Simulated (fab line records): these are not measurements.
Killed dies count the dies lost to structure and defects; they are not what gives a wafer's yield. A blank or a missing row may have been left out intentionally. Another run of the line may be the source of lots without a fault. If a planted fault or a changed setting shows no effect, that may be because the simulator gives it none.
fab line records -- flow n5_finfet -- part 2 of 2: steps 25 to 33 of 33
[record] lots = 5, wafers = 15, last_day = 17
route steps=1938 shown BEOL_M2@848
lots that met no fault: taken from a fault-free run of the same line
start_h: start of the lot's first displayed wafer, in hours after the record's first day -- wait_h: hours from the lot's prior step to this one -- " same as the row above -- L1.1+2: a row that stands for several wafers -- - no value, or no start given -- * or withheld: withheld -- < > ~ a bound
route shown NAME@n: names a module that has steps shown in the file, with the first one's number in the route -- usual: average and standard deviation across the fault-free wafers -- same: alike in all rows -- chamber/n: place in a boat -- sites: each site's reading -- _std_site: the standard deviation of these -- _edge_site: the outer-site mean with the inner-site mean subtracted -- radius_mm: for every site, how far away it sits from the centre of the wafer -- mask NAME#n: copy n -- behind: the most recent tool/chamber to have shaped the wafer -- hold: why the lot was held/for how many hours/how that ended -- device: transistor that didn't switch, given as n, p or np -- end of line: tests of these same wafers at the route's end -- a step without rows: its recipe alone -- killed: dies lost to structure and defects at the first sort, not the wafer's yield -- map: shows each die of a wafer: x if killed, . if not, _ if none is there
set.NAME: setting as actually run; set.NAME@STEP: the setting as run at that earlier step -- model.NAME: the simulator's own value behind a step, which no gauge read
lots at selected steps of the route; one table per step, one row per wafer
services: when a tool's chamber went out of use (start_h, in hours from the record's first day, below 0 if earlier), for how many hours, and the reason
[[steps]]
[step N5_BEOL_M2_SOFTBAKE_23]
[recipe] temp_c = 110, time_s = 60, resist = CAR-EUV
lot.wafer,tool,chamber,start_h,wait_h
L074.1+4+5,litho_track-02,0,-,-
L087.1+3+6,litho_track-05,0,-,-
L090.1+2+4,litho_track-05,0,-,-
L094.2+3+6,litho_track-02,0,-,-
L095.1+3+5,litho_track-02,0,-,-
[step N5_BEOL_M2_EXPOSE_25]
[recipe] mask_id = V1, na = 0.33, source_shape = quasar, sigma_inner = 0.2, sigma_outer = 0.8, polarization = unpolarized, defocus_nm = 5, dose_mj = 63
[same] dipole_opening_deg = 30, na = 0.33
lot.wafer,tool,chamber,start_h,wait_h,mask
L074.1+4+5,euv_scanner-02,0,138.68,-,V1#0
L087.1+3+6,euv_scanner-01,0,214.82,-,V1#0
L090.1+2+4,euv_scanner-02,0,226.96,-,V1#0
L094.2+3+6,euv_scanner-02,0,252.97,-,V1#0
L095.1+3+5,euv_scanner-02,0,276.76,-,V1#0
[step N5_BEOL_M2_PEB_26]
[recipe] peb_temp_c = 100, peb_time_s = 60, resist = CAR-EUV
[same] peb_time_s = 60
lot.wafer,tool,chamber,start_h,wait_h
L074.1+4+5,litho_track-05,0,138.76,0.1
L087.1+3+6,litho_track-01,0,214.89,0.1
L090.1+2+4,litho_track-05,0,227.04,0.1
L094.2+3+6,litho_track-02,0,253.04,0.1
L095.1+3+5,litho_track-05,0,276.84,0.1
[step N5_BEOL_M2_DEVELOP_27]
[recipe] develop_time_s = 30, developer = TMAH, resist = CAR-EUV, rinse_liquid = surfactant_rinse, dry = air_spin, dev_temp_c = 23
lot.wafer,tool,chamber,start_h,wait_h
L074.1+4+5,litho_track-05,0,-,-
L087.1+3+6,litho_track-01,0,-,-
L090.1+2+4,litho_track-05,0,-,-
L094.2+3+6,litho_track-02,0,-,-
L095.1+3+5,litho_track-05,0,-,-
[step N5_BEOL_M2_CD_MEAS_28]
[recipe] target_cd_nm = 26.2, landing_energy_ev = 500, detector = se_inlens, target_cd_y_nm = 24.1, polarity = opening
[usual] cd_nm = 26.17/0.22
lot.wafer,tool,chamber,start_h,wait_h,cd_nm
L074.1,cd_sem-03,0,138.83,-,26.47
L074.4,cd_sem-03,0,138.83,-,26.22
L074.5,cd_sem-03,0,138.83,-,26.49
L087.1,cd_sem-03,0,214.96,-,26.23
L087.3,cd_sem-03,0,214.96,-,26.17
L087.6,cd_sem-03,0,214.96,-,26.44
L090.1,cd_sem-01,0,227.11,-,26.09
L090.2,cd_sem-01,0,227.11,-,26.57
L090.4,cd_sem-01,0,227.11,-,26.26
L094.2,cd_sem-03,0,253.11,-,26.22
L094.3,cd_sem-03,0,253.11,-,26.10
L094.6,cd_sem-03,0,253.11,-,26.07
L095.1,cd_sem-02,0,276.91,-,26.20
L095.3,cd_sem-02,0,276.91,-,26.30
L095.5,cd_sem-02,0,276.91,-,25.94
[step N5_BEOL_M2_OVL_MEAS_29]
[recipe] points_per_wafer = 522
[usual] V1_OVL = -0.3/0.66
lot.wafer,tool,chamber,start_h,wait_h,V1_OVL[nm]
L074.1,overlay-01,0,138.86,0.0,-1.1
L074.4,overlay-01,0,138.86,0.0,-0.4
L074.5,overlay-01,0,138.86,0.0,-0.9
L087.1,overlay-02,0,214.99,0.0,0.0
L087.3,overlay-02,0,214.99,0.0,-0.1
L087.6,overlay-02,0,214.99,0.0,-0.4
L090.1,overlay-02,0,227.14,0.0,-0.7
L090.2,overlay-02,0,227.14,0.0,-0.2
L090.4,overlay-02,0,227.14,0.0,-1.5
L094.2,overlay-01,0,253.14,0.0,-1.4
L094.3,overlay-01,0,253.14,0.0,-1.4
L094.6,overlay-01,0,253.14,0.0,-1.9
L095.1,overlay-01,0,276.94,0.0,-0.7
L095.3,overlay-01,0,276.94,0.0,-0.6
L095.5,overlay-01,0,276.94,0.0,-0.8
[step N5_BEOL_M2_INSPECT_30]
[recipe] mode = adi, inspect_instrument = brightfield
[usual] raw_defect_count = 403/92
lot.wafer,tool,chamber,start_h,wait_h,raw_defect_count
L074.1,defect_inspect-02,-,138.92,0.1,417
L074.4,defect_inspect-02,-,138.92,0.1,428
L074.5,defect_inspect-02,-,138.92,0.1,463
L087.1,defect_inspect-01,-,215.05,0.1,276
L087.3,defect_inspect-01,-,215.05,0.1,531
L087.6,defect_inspect-01,-,215.05,0.1,315
L090.1,defect_inspect-01,-,227.20,0.1,269
L090.2,defect_inspect-01,-,227.20,0.1,304
L090.4,defect_inspect-01,-,227.20,0.1,352
L094.2,defect_inspect-02,-,253.20,0.0,474
L094.3,defect_inspect-02,-,253.20,0.0,399
L094.6,defect_inspect-02,-,253.20,0.0,420
L095.1,defect_inspect-02,-,276.99,0.1,299
L095.3,defect_inspect-02,-,276.99,0.1,343
L095.5,defect_inspect-02,-,276.99,0.1,419
[step N5_BEOL_M2_DESCUM_33]
[recipe] chemistry = O2, time_s = 7, source_power_w = 50, bias_power_w = 20, pressure_mtorr = 20, rf_frequency_hz = 2.712e+07, temp_c = 40, resist = CAR-EUV, o2_flow_sccm = 225
[usual] drypump_motor_current_A = 5.9/0.41, oes_product_au = 0.79/0.093, rf_vpp_V = 243.1/1.4, showerhead_plenum_p_Torr = 2.09/0.068, throttle_valve_pct = 20.29/0.25
lot.wafer,tool,chamber,start_h,wait_h,drypump_motor_current_A,oes_product_au,rf_hours_counter_h,rf_vpp_V,showerhead_plenum_p_Torr,throttle_valve_pct
L074.1,rie_diel-03,0,138.96,0.0,6.3,0.69,242,243.2,2.06,20.26
L074.4,rie_diel-03,1,138.96,0.0,5.8,0.73,186,244.4,2.18,20.37
L074.5,rie_diel-03,3,138.96,0.0,6.3,0.71,-,243.6,2.08,20.74
L087.1,rie_diel-03,1,215.09,0.0,5.8,0.70,218,242.6,2.17,20.42
L087.3,rie_diel-03,0,215.09,0.0,6.3,0.95,7,243.3,2.05,19.89
L087.6,rie_diel-03,0,215.09,0.0,6.3,0.95,-,242.8,2.05,19.90
L090.1,rie_diel-01,2,227.31,0.1,5.6,0.75,197,243.5,2.07,20.08
L090.2,rie_diel-01,0,227.31,0.1,6.2,0.91,22,243.6,2.13,19.84
L090.4,rie_diel-01,2,227.31,0.1,5.6,0.74,-,244.5,2.07,20.08
L094.2,rie_diel-02,0,253.34,0.1,5.5,0.77,134,243.1,2.09,19.97
L094.3,rie_diel-02,3,253.34,0.1,5.9,0.77,120,242.8,2.10,20.43
L094.6,rie_diel-02,3,253.34,0.1,5.8,0.77,-,243.1,2.10,20.43
L095.1,rie_diel-01,1,277.06,0.1,5.9,0.83,69,242.8,2.02,20.19
L095.3,rie_diel-01,0,277.06,0.1,6.2,0.88,40,243.1,2.12,19.88
L095.5,rie_diel-01,3,277.06,0.1,6.1,0.81,-,246.2,2.21,20.16
[step N5_BEOL_M2_ETCH_77]
[recipe] chemistry = N2/H2, target = underlayer, target_depth_a = 65, mask_material = CAR-EUV, time_s = 5.2, ion_energy_ev = 200, pressure_mtorr = 30, source_w = 840, bias_w = 150, n2_flow_sccm = 200, h2_flow_sccm = 200, ends = cleared
[usual] drypump_motor_current_A = 5.9/0.42, etch_rf_on_time_s = 5.17/0.064, oes_product_au = 0.68/0.079, rf_vpp_V = 523.8/2.6, showerhead_plenum_p_Torr = 2.54/0.08, throttle_valve_pct = 17.74/0.23
lot.wafer,tool,chamber,start_h,wait_h,drypump_motor_current_A,etch_rf_on_time_s,oes_product_au,rf_hours_counter_h,rf_vpp_V,showerhead_plenum_p_Torr,throttle_valve_pct
L074.1,rie_diel-03,0,138.99,0.0,6.3,5.40,0.58,242,521.9,2.50,17.71
L074.4,rie_diel-03,1,138.99,0.0,5.8,5.20,0.61,186,526.5,2.64,17.80
L074.5,rie_diel-03,3,138.99,0.0,6.3,5.28,0.60,-,522.7,2.52,18.24
L087.1,rie_diel-03,1,215.13,0.0,5.8,5.13,0.62,218,526.2,2.63,17.85
L087.3,rie_diel-03,0,215.13,0.0,6.3,5.20,0.80,7,522.9,2.50,17.31
L087.6,rie_diel-03,0,215.13,0.0,6.3,5.23,0.80,-,522.4,2.50,17.34
L090.1,rie_diel-01,2,227.35,0.0,5.6,5.16,0.62,197,523.2,2.52,17.67
L090.2,rie_diel-01,0,227.35,0.0,6.2,5.13,0.78,22,524.7,2.60,17.32
L090.4,rie_diel-01,2,227.35,0.0,5.6,5.16,0.64,-,521.3,2.52,17.64
L094.2,rie_diel-02,0,253.37,0.0,5.5,5.19,0.66,134,525.0,2.55,17.58
L094.3,rie_diel-02,3,253.37,0.0,5.8,5.27,0.65,120,521.8,2.55,17.85
L094.6,rie_diel-02,3,253.37,0.0,5.9,5.25,0.65,-,524.0,2.55,17.85
L095.1,rie_diel-01,1,277.09,0.0,5.9,5.14,0.70,69,523.2,2.47,17.75
L095.3,rie_diel-01,0,277.09,0.0,6.1,5.16,0.74,40,522.7,2.59,17.35
L095.5,rie_diel-01,3,277.09,0.0,6.2,5.21,0.70,-,527.9,2.68,17.61
[[services]]
tool,chamber,start_h,hours,kind
euv_scanner-01,-,119.82,0.4,repair
rie_diel-01,1,121.69,7.3,repair
euv_scanner-01,-,139.87,2.7,repair
euv_scanner-02,-,143.60,2.5,repair
rie_diel-02,3,152.96,1.8,repair
euv_scanner-02,-,153.10,63.5,repair
rie_diel-03,0,165.62,14.4,repair
rie_diel-01,1,172.82,7.6,repair
rie_diel-02,0,174.77,2.9,repair
euv_scanner-01,-,179.60,1.0,pm
rie_diel-03,0,180.07,-,clean
rie_diel-03,0,180.07,-,consumable_replace:focus_ring
rie_diel-03,0,180.07,19.5,scheduled_down
rie_diel-03,0,180.07,19.5,vent_cycle
euv_scanner-01,-,198.33,1.7,repair
rie_diel-03,3,199.55,-,clean
rie_metal-03,-,208.83,0.7,repair
euv_scanner-02,-,216.63,1.0,pm
euv_scanner-02,-,217.64,4.6,pm
euv_scanner-01,-,223.25,1.0,pm
rie_metal-02,1,223.28,6.9,repair
rie_diel-01,3,225.93,4.2,repair
rie_metal-01,0,274.69,5.8,repair
euv_scanner-02,-,274.99,1.0,pm
